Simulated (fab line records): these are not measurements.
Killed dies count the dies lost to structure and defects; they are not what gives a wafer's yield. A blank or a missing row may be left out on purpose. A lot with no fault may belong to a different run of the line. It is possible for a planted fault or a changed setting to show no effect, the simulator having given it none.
Chamber matching -- flow n5 finfet -- N5_SD_EPI_P_ETCH_36 on rie diel-05: 4 sister chambers
The step etches SiARC in CF4, target depth 45.5 nm, time 75.8 s. 8 wafers are shown with their chamber, then 9 later ones without.

## WAFERS PAIRED WITH THEIR CHAMBERS
wafer,chamber,drypump motor current A (A),throttle valve pct (%)
L078.5,3,6.3,16.01
L080.1,1,5.1,15.37
L080.5,3,6.3,16.01
L087.5,0,5.3,15.56
L090.1,0,5.3,15.57
L091.1,2,5.8,15.41
L091.4,2,5.9,15.42
L091.5,1,5.1,15.40

## WAFERS WITHOUT THEIR CHAMBER
wafer,drypump motor current A (A),throttle valve pct (%)
L092.2,5.3,15.58
L092.4,5.1,15.43
L092.6,5.3,15.56
L094.1,5.3,15.59
L094.2,5.9,15.43
L094.4,5.1,15.44
L096.1,6.3,15.55
L096.3,5.9,15.44
L096.5,5.9,15.43

## WHICH CHAMBER EACH ONE RAN IN
wafer,from the rows above,in truth
L092.2,0,0
L092.4,1,1
L092.6,0,0
L094.1,0,0
L094.2,2,2
L094.4,1,1
L096.1,2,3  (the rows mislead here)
L096.3,2,2
L096.5,2,2
Correct placement for 8 of the 9. Number that these rows cannot place: 0. 1 placed wrongly.
How it was worked out, from the rows above alone: a wafer's distance from a chamber is the root of the sum, over the readings, of the square of ((its reading less the chamber's mean) divided by the reading's scatter). The wafer belongs to the nearest chamber; if the next one is less than 2 further off, it can't be placed. For every chamber, the mean is computed from those of its wafers that are shown. The scatter is the square root of a quotient: the sum, over the shown wafers, of each reading's squared deviation from its chamber's mean, divided by wafers minus chambers.
